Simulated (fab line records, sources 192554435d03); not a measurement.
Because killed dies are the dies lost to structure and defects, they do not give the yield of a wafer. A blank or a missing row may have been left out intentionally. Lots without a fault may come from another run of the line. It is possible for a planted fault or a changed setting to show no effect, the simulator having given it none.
fab line records ; flow n5_finfet
record: lots: 11; wafers: 33; last_day: 16
route steps=1938 shown BEOL_M11@1552 PASSIVATION@1936
lots untouched by any fault: they come from a run of this same line in which no faults occurred
start_h: hours from the record's opening day to when the first of the lot's shown wafers began ; wait_h: hours from the lot's prior step to this one ; " same as the row above ; L1.1+2: a single row standing in for several wafers ; - either no value or no given start ; * or withheld: withheld ; < > ~ a bound
route shown NAME@n: names a module that has steps shown in the file, with the first one's number in the route ; usual: mean and standard deviation over wafers with no fault ; same: alike in all rows ; chamber/n: place in a boat ; sites: the reading at each site ; _std_site: how widely they spread, as a standard deviation ; _edge_site: mean of outer sites minus mean of inner sites ; radius_mm: for every site, how far away it sits from the centre of the wafer ; mask NAME#n: copy n ; behind: the tool/chamber that last shaped the wafer ; hold: why the lot was held/for how many hours/how that ended ; device: the n, p or np transistor that did not switch ; end of line: at the end of the route, the tests of the same wafers ; step lacking rows: just its recipe ; killed: dies that structure and defects cost at the first sort, which is not the same as the wafer's yield ; map: a wafer's dies, marking killed ones x, the rest . and places with no die _
set.NAME: the run value of the setting; set.NAME@STEP: its run value at that earlier step ; model.NAME: the simulator's own value behind a step, which no gauge read
route steps across a sampled set of lots; one table per step, one row per wafer
services: from which hour (start_h, from the record's first day; less than 0 if before it) a tool's chamber was out of use, for how many hours, and why
== steps ==
step: N5_BEOL_M11_DESCUM_16
recipe: chemistry: O2; time_s: 7.9; source_power_w: 50; bias_power_w: 20; pressure_mtorr: 20; rf_frequency_hz: 2.712e+07; temp_c: 40; resist: CAR-ArF; o2_flow_sccm: 225
usual: drypump_motor_current_A: 5.6/0.58; oes_product_au: 0.79/0.096; rf_vpp_V: 243.1/1.6; showerhead_plenum_p_Torr: 2.08/0.094; throttle_valve_pct: 20.36/0.18
lot.wafer;tool;chamber;start_h;wait_h;drypump_motor_current_A;oes_product_au;rf_hours_counter_h;rf_vpp_V;showerhead_plenum_p_Torr;throttle_valve_pct
L894.2;rie_diel-03;0;225.76;0.3;5.4;0.70;240;244.5;2.16;20.43
L894.5;rie_diel-03;0;225.76;0.3;5.3;0.70;-;244.1;2.16;20.43
L894.6;rie_diel-03;1;225.76;0.3;5.5;0.73;-;244.4;2.17;20.31
L895.3;rie_diel-05;1;230.47;0.0;6.0;0.96;8;241.7;2.06;20.38
L895.4;rie_diel-05;0;230.47;0.0;4.7;0.85;55;242.1;2.03;20.17
L895.5;rie_diel-05;2;230.47;0.0;6.2;0.70;-;240.5;2.00;20.64
L899.1;rie_diel-05;1;254.50;0.0;6.0;0.93;15;242.3;2.06;20.39
L899.4;rie_diel-05;0;254.50;0.0;4.7;0.84;62;242.2;2.03;20.18
L899.6;rie_diel-05;1;254.50;0.0;6.0;0.93;-;242.5;2.05;20.40
L906.1;rie_diel-01;3;292.98;0.0;4.8;0.89;33;244.3;2.13;20.04
L906.2;rie_diel-01;0;292.98;0.0;6.0;0.93;24;245.5;2.14;20.33
L906.4;rie_diel-01;2;292.98;0.0;6.4;0.72;213;245.3;2.15;20.75
L908.2;rie_diel-05;0;310.21;0.0;4.7;0.81;79;243.0;2.02;20.20
L908.3;rie_diel-05;3;310.21;0.0;6.8;0.73;186;241.8;1.99;20.46
L908.5;rie_diel-05;2;310.21;0.0;6.2;0.68;-;242.0;2.00;20.69
L910.1;rie_diel-01;2;310.37;0.0;6.4;0.72;218;243.0;2.15;20.75
L910.3;rie_diel-01;0;310.37;0.0;6.0;0.92;29;244.6;2.14;20.38
L910.6;rie_diel-01;1;310.37;0.0;5.8;0.85;-;244.0;2.21;20.28
L911.4;rie_diel-03;0;316.80;0.0;5.4;0.95;14;245.2;2.15;20.11
L911.5;rie_diel-03;2;316.80;0.0;5.2;0.72;-;242.4;2.17;20.40
L911.6;rie_diel-03;3;316.80;0.0;5.2;0.73;-;240.7;1.91;20.25
L909.2;rie_diel-03;3;318.85;0.0;5.2;0.73;172;240.4;1.91;20.27
L909.3;rie_diel-03;0;318.85;0.0;5.4;0.94;15;244.4;2.15;20.12
L909.6;rie_diel-03;3;318.85;0.0;5.2;0.72;-;239.5;1.91;20.27
L912.1;rie_diel-05;0;333.48;0.0;4.7;0.81;86;242.4;2.02;20.22
L912.4;rie_diel-05;3;333.48;0.0;6.8;0.73;193;241.5;1.99;20.46
L912.6;rie_diel-05;3;333.48;0.0;6.7;0.73;-;241.2;1.98;20.48
L913.1;rie_diel-05;0;342.16;0.1;4.7;0.80;88;242.2;2.02;20.22
L913.4;rie_diel-05;1;342.16;0.1;6.0;0.87;41;243.3;2.05;20.44
L913.5;rie_diel-05;2;342.16;0.1;6.2;0.67;-;242.2;1.99;20.72
L915.1;rie_diel-01;0;343.03;0.0;6.0;0.91;40;243.3;2.14;20.38
L915.3;rie_diel-01;2;343.03;0.0;6.4;0.71;228;244.3;2.14;20.77
L915.4;rie_diel-01;3;343.03;0.0;4.9;0.87;48;243.5;2.12;20.06
step: N5_BEOL_M11_STRIP_19
recipe: chemistry: O2; power_w: 400; temp_c: 40; pressure_mtorr: 30; rf_frequency_hz: 6e+07; bias_power_w: 0; overash_fraction: 0.2; o2_flow_sccm: 225
usual: drypump_motor_current_A: 5.6/0.57; oes_product_au: 0.78/0.093; rf_vpp_V: 3.7/0.6; showerhead_plenum_p_Torr: 2.08/0.096; throttle_valve_pct: 16.61/0.17
same: overash_fraction: 0.2
lot.wafer;tool;chamber;start_h;wait_h;drypump_motor_current_A;oes_product_au;rf_hours_counter_h;rf_vpp_V;showerhead_plenum_p_Torr;throttle_valve_pct
L894.2;rie_diel-05;1;226.15;0.1;6.0;0.96;7;4.0;2.06;16.57
L894.5;rie_diel-05;3;226.15;0.1;6.8;0.75;-;3.9;2.00;16.70
L894.6;rie_diel-05;2;226.15;0.1;6.2;0.70;-;3.9;2.01;16.91
L895.3;rie_diel-05;2;230.85;0.1;6.2;0.70;191;3.6;2.01;16.90
L895.4;rie_diel-05;3;230.85;0.1;6.8;0.76;162;3.8;2.00;16.69
L895.5;rie_diel-05;2;230.85;0.1;6.2;0.70;-;4.9;2.01;16.90
L899.1;rie_diel-03;1;254.89;0.1;5.5;0.73;196;4.4;2.17;16.61
L899.4;rie_diel-03;0;254.89;0.1;5.3;0.69;-;3.4;2.16;16.71
L899.6;rie_diel-03;3;254.89;0.1;5.3;0.75;-;4.5;1.92;16.50
L906.1;rie_diel-03;3;293.52;0.2;5.2;0.73;163;3.9;1.92;16.54
L906.2;rie_diel-03;2;293.52;0.2;5.2;0.72;184;4.3;2.18;16.68
L906.4;rie_diel-03;2;293.52;0.2;5.1;0.71;-;4.8;2.18;16.68
L908.2;rie_diel-03;2;310.59;0.1;5.1;0.71;190;3.2;2.17;16.69
L908.3;rie_diel-03;0;310.59;0.1;5.4;0.97;11;3.2;2.15;16.30
L908.5;rie_diel-03;3;310.59;0.1;5.2;0.73;-;3.1;1.92;16.55
L910.1;rie_diel-03;1;310.76;0.1;5.5;0.70;215;3.9;2.16;16.63
L910.3;rie_diel-03;0;310.76;0.1;5.4;0.96;11;3.0;2.15;16.31
L910.6;rie_diel-03;2;310.76;0.1;5.2;0.71;-;3.1;2.17;16.70
L911.4;rie_diel-03;1;317.18;0.1;5.4;0.71;217;3.8;2.16;16.64
L911.5;rie_diel-03;1;317.18;0.1;5.5;0.72;-;3.6;2.16;16.64
L911.6;rie_diel-03;2;317.18;0.1;5.1;0.71;-;4.8;2.17;16.70
L909.2;rie_diel-05;2;319.24;0.1;6.2;0.68;217;2.8;2.00;16.95
L909.3;rie_diel-05;3;319.24;0.1;6.8;0.74;189;3.3;1.99;16.77
L909.6;rie_diel-05;0;319.24;0.1;4.7;0.83;-;4.4;2.03;16.49
L912.1;rie_diel-05;3;333.92;0.1;6.8;0.74;193;4.5;1.99;16.75
L912.4;rie_diel-05;2;333.92;0.1;6.2;0.68;222;3.1;2.00;16.96
L912.6;rie_diel-05;0;333.92;0.1;4.7;0.82;-;3.9;2.02;16.50
L913.1;rie_diel-03;0;342.64;0.2;5.4;0.93;21;4.1;2.15;16.32
L913.4;rie_diel-03;1;342.64;0.2;5.4;0.70;224;3.8;2.16;16.66
L913.5;rie_diel-03;0;342.64;0.2;5.4;0.93;-;3.4;2.15;16.31
L915.1;rie_diel-03;1;343.44;0.1;5.4;0.71;224;3.8;2.16;16.65
L915.3;rie_diel-03;2;343.44;0.1;5.1;0.71;199;4.2;2.17;16.71
L915.4;rie_diel-03;0;343.44;0.1;5.3;0.93;22;4.5;2.15;16.32
step: N5_BEOL_M11_CURE_72
recipe: temp_c: 370; time_s: 120; ambient: DMADMS/He; material: SiCOH_lowk
usual: lamp_power_pct: 52.32/0.054; run_length_s: 178.5/1.5; wafer_temp_C_max: 371.8/0.49
lot.wafer;tool;chamber;start_h;wait_h;lamp_power_pct;run_length_s;wafer_temp_C_max
L894.2;uv_cure-03;2;230.42;0.4;52.27;179.0;371.8
L894.5;uv_cure-03;2;230.42;0.4;52.40;178.7;371.0
L894.6;uv_cure-03;2;230.42;0.4;52.28;178.8;372.0
L895.3;uv_cure-02;0;232.68;0.1;52.25;178.2;371.6
L895.4;uv_cure-02;0;232.68;0.1;52.33;178.2;371.8
L895.5;uv_cure-02;0;232.68;0.1;52.29;178.0;371.8
L899.1;uv_cure-03;1;260.03;0.0;52.23;178.5;371.0
L899.4;uv_cure-03;1;260.03;0.0;52.22;178.6;370.7
L899.6;uv_cure-03;1;260.03;0.0;52.34;179.0;370.9
L906.1;uv_cure-01;1;296.44;0.0;52.30;176.9;371.8
L906.2;uv_cure-01;1;296.44;0.0;52.28;176.8;371.7
L906.4;uv_cure-01;1;296.44;0.0;52.41;177.0;372.0
L908.2;uv_cure-02;2;312.48;0.1;-;-;-
L908.3;uv_cure-02;2;312.48;0.1;-;-;-
L908.5;uv_cure-02;2;312.48;0.1;-;-;-
L910.1;uv_cure-01;1;312.89;0.0;52.34;177.0;371.8
L910.3;uv_cure-01;1;312.89;0.0;52.36;177.5;372.3
L910.6;uv_cure-01;1;312.89;0.0;52.40;177.2;372.4
L911.4;uv_cure-02;2;318.61;0.2;52.31;179.1;371.9
L911.5;uv_cure-02;2;318.61;0.2;52.27;179.0;372.9
L911.6;uv_cure-02;2;318.61;0.2;52.36;179.5;371.5
L909.2;uv_cure-03;0;320.55;0.1;-;-;-
L909.3;uv_cure-03;0;320.55;0.1;-;-;-
L909.6;uv_cure-03;0;320.55;0.1;-;-;-
L912.1;uv_cure-02;2;335.95;0.1;52.35;182.8;372.1
L912.4;uv_cure-02;2;335.95;0.1;52.28;182.6;372.2
L912.6;uv_cure-02;2;335.95;0.1;52.40;182.6;371.5
L915.1;uv_cure-03;1;345.89;0.0;52.33;179.0;370.9
L915.3;uv_cure-03;1;345.89;0.0;52.39;179.6;371.5
L915.4;uv_cure-03;1;345.89;0.0;52.40;178.5;371.1
L913.1;uv_cure-02;1;346.51;0.0;52.24;182.4;373.3
L913.4;uv_cure-02;1;346.51;0.0;52.28;183.0;372.1
L913.5;uv_cure-02;1;346.51;0.0;52.27;183.3;372.9
step: N5_BEOL_M11_DEGAS_44
recipe: ambient: vacuum; temp_c: 250; time_s: 60
usual: heater_power_w: 338/35
lot.wafer;tool;chamber;start_h;wait_h;heater_power_w
L894.2;pvd_sputter-02;-;230.69;0.2;320
L894.5;pvd_sputter-02;-;230.69;0.2;304
L894.6;pvd_sputter-02;-;230.69;0.2;314
L895.3;pvd_sputter-01;-;233.56;0.8;321
L895.4;pvd_sputter-01;-;233.56;0.8;374
L895.5;pvd_sputter-01;-;233.56;0.8;376
L899.1;pvd_sputter-03;-;260.72;0.6;379
L899.4;pvd_sputter-03;-;260.72;0.6;352
L899.6;pvd_sputter-03;-;260.72;0.6;313
L906.1;pvd_sputter-03;-;297.07;0.6;304
L906.2;pvd_sputter-03;-;297.07;0.6;356
L906.4;pvd_sputter-03;-;297.07;0.6;378
L908.2;pvd_sputter-01;-;312.84;0.3;330
L908.3;pvd_sputter-01;-;312.84;0.3;372
L908.5;pvd_sputter-01;-;312.84;0.3;378
L910.1;pvd_sputter-03;-;313.27;0.3;297
L910.3;pvd_sputter-03;-;313.27;0.3;386
L910.6;pvd_sputter-03;-;313.27;0.3;391
L911.4;pvd_sputter-02;-;318.86;0.2;317
L911.5;pvd_sputter-02;-;318.86;0.2;296
L911.6;pvd_sputter-02;-;318.86;0.2;358
L909.2;pvd_sputter-03;-;321.07;0.5;351
L909.3;pvd_sputter-03;-;321.07;0.5;381
L909.6;pvd_sputter-03;-;321.07;0.5;345
L912.1;pvd_sputter-03;-;336.69;0.6;384
L912.4;pvd_sputter-03;-;336.69;0.6;301
L912.6;pvd_sputter-03;-;336.69;0.6;303
L915.1;pvd_sputter-03;-;346.58;0.6;293
L915.3;pvd_sputter-03;-;346.58;0.6;354
L915.4;pvd_sputter-03;-;346.58;0.6;383
L913.1;pvd_sputter-02;-;347.20;0.6;387
L913.4;pvd_sputter-02;-;347.20;0.6;298
L913.5;pvd_sputter-02;-;347.20;0.6;364
step: N5_PASSIVATION_PROBE_49
usual: defect_limited_yield: 91.1/1.3; killed_at_M0_to_M3: 36/10; killed_at_M4_up: 14/4.4; killed_at_contacts: 14/5.7; killed_at_front_end: 39/9.4; killed_at_other: 2.9/2.6; killed_dies: 105/15; killed_open: 70/12; killed_short: 34/7.1; sort_bin_5_function: 5.3/0.77; sort_bin_6_memory: 3.3/0.66; sort_n_pass: 1075/15; sort_yield_pct: 91.1/1.3
same: gross_dies: 1180; killed_at_back_side: 0; sort_bin_4_leakage[%]: 0; sort_bin_8_speed[%]: 0
lot.wafer;tool;chamber;start_h;wait_h;defect_limited_yield[%];killed_at_M0_to_M3;killed_at_M4_up;killed_at_contacts;killed_at_front_end;killed_at_other;killed_dies;killed_open;killed_short;sort_bin_5_function[%];sort_bin_6_memory[%];sort_n_pass;sort_yield_pct[%]
L909.2;prober-02;-;361.84;0.1;90.8;35;16;11;45;1;108;80;27;5.5;3.4;1072;90.8
L909.3;prober-02;-;361.89;0.1;93.4;24;12;5;37;0;78;47;30;4.2;2.4;1102;93.4
L909.6;prober-02;-;362.04;0.3;91.3;34;24;6;34;5;103;75;27;5.6;3.1;1077;91.3
killed by level:class
L909.2 MOL_CONTACT_COAG:geometric_particle:open=11 BEOL_M0_SAQP:geometric_particle:open=11 STI_FIN_REVEAL:geometric_particle:open=10 FIN_SAQP:geometric_particle:open=7 FIN_SAQP:geometric_particle:short=6 BEOL_M3:geometric_particle:open=6 BEOL_M0_SAQP:geometric_particle:short=5 BEOL_M0:geometric_particle:open=5
L909.3 FIN_SAQP:geometric_particle:short=12 FIN_SAQP:geometric_particle:open=8 BEOL_M0_SAQP:geometric_particle:open=7 BEOL_M0_SAQP:geometric_particle:short=7 STARTING-WAFER:geometric_particle:short=5 MOL_CONTACT_COAG:geometric_particle:open=4 BEOL_M0:geometric_particle:open=4 BEOL_M2:geometric_particle:open=4
L909.6 BEOL_M4:geometric_particle:open=12 BEOL_M3:geometric_particle:open=12 BEOL_M0_SAQP:geometric_particle:open=9 STI_FIN_REVEAL:geometric_particle:open=8 FIN_SAQP:geometric_particle:short=5 FIN_SAQP:geometric_particle:open=4 FIN_CUT:geometric_particle:open=4 BEOL_M2:geometric_particle:open=4
== services ==
tool;chamber;start_h;hours;kind
rie_diel-01;-;202.49;2.8;pm
uv_cure-01;-;226.66;10.1;repair
rie_diel-01;2;247.19;13.3;repair
rie_diel-03;2;251.67;11.3;repair
rie_diel-03;0;263.00;-;clean
rie_diel-03;0;263.00;-;consumable_replace:focus_ring
rie_diel-03;0;263.00;18.7;scheduled_down
rie_diel-03;0;263.00;18.7;vent_cycle
rie_diel-01;2;276.08;10.4;repair
rie_diel-03;1;291.76;7.9;repair
uv_cure-03;-;328.21;14.1;repair
== key ==
first_sign: step: N5_BEOL_M11_CURE_72; reading: tool_record; direction: missing
effect none on later readings
met_at N5_BEOL_M11_CURE_72
struck_lots L908,L909
not_acting_at N5_BEOL_M11_DESCUM_16,N5_BEOL_M11_STRIP_19,N5_BEOL_M11_DEGAS_44
onset_between 260.03 312.48
fault: kind: skipped_step_whole; tool: uv_cure-02,uv_cure-03; chamber: -; onset_h: 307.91; steps: N5_BEOL_M11_CURE_72; scope: struck_lots_only
